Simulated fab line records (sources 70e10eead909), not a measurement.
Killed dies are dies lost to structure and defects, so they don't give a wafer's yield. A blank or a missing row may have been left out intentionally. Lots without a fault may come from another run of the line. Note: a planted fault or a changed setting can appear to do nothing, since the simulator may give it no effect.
Problem report in the 8D (eight disciplines) form, filled by code ; flow nand_harc ; the parts of the form that need people (team, actions taken, sign-off) are left out

== 1. WHAT IS WRONG ==
At NHARC_A_CHANNEL_HOLE_D1_INSPECT_40, raw_defect_count averages 770 over 6 wafers from 2 lots, while fault-free wafers read 61, standard deviation 18. Relative to the usual mean, that is a shift of +39 standard deviations.
The first sign was on wafer L190.2 at day 10 20:04, on defect_inspect-01. Wafers with a number at this step in the record: 36, from 12 lots. By rule, "out" or "out of limits" means more than 4 standard deviations away from the usual mean. All remaining wafers that have a number are taken as sound.

== 2. WHAT IT IS; WHAT IT IS NOT ==
question;is;is not
which readings at this step;raw_defect_count;-
which lots;L190, L193;L181, L182, L183, L184, L185, L187, L189, L199, L200, L203
which wafers of those lots;all that have a number;-
read on which gauges;defect_inspect-01, defect_inspect-02;-
when;from day 10 20:04;"up to then (21 sound wafers); but 9 sound wafers of L199, L200, L203 came after"

== 3. THE SUSPECTS, EACH WITH WHAT RULES IT OUT ==
Counting: a tool stays on the suspect list if, at a process step up to the reading, it processed all lots that are out and no sound lot following the first of them.
- the gauge at NHARC_A_CHANNEL_HOLE_D1_INSPECT_40 is ruled out. 2 gauges (defect_inspect-01, defect_inspect-02) read the wafers that are out.
- har_etch-02 at NHARC_A_CHANNEL_HOLE_D1_ETCH_19 (etches the open film in C4F8/O2/Ar, time 34.5 s): ruled out as a lasting fault. After its first lot that is out, L190 (day 10 14:23), sound lots L203 ran on it.
Left after counting: nothing in the record.

== 4. THE CAUSE (what the simulator had put in) ==
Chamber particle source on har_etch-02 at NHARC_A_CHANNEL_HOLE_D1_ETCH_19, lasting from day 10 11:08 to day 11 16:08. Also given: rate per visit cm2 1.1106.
Counting ruled it out, wrongly: the rule takes a fault to strike every lot that its tool runs from its start on, and this one did not.

== 5. SEQUENCE OF EFFECTS, ordered by route ==
Each row: a reading whose mean over the struck wafers that have a number lies more than 3 standard deviations from the usual. Readings are gone through only where the record gives a usual standard deviation; hours: the median, over the lots, of the time from a lot's start at the first step in this table giving one to that lot's start at this step; sigmas: the change measured in usual standard deviations.
hours;step;reading;usual;on struck wafers;change;sigmas
0;NHARC_A_CHANNEL_HOLE_D1_INSPECT_40;raw_defect_count;61;770;+709;+39
261;NHARC_END_SORT_01;killed_at_array;29;84;+55;+4.2
261;NHARC_END_SORT_01;killed_dies;33;89;+56;+4.3

== 6. WHAT WOULD HAVE CAUGHT IT SOONER ==
In this record the first reading out of limits at a measuring or inspecting step was taken at day 10 20:04, 9 hours after the fault began at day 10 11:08.
Of the tool readings at NHARC_A_CHANNEL_HOLE_D1_ETCH_19 for which the record gives a usual standard deviation, none was out on any struck wafer, so an alarm limit of 4 standard deviations on them would not have fired.
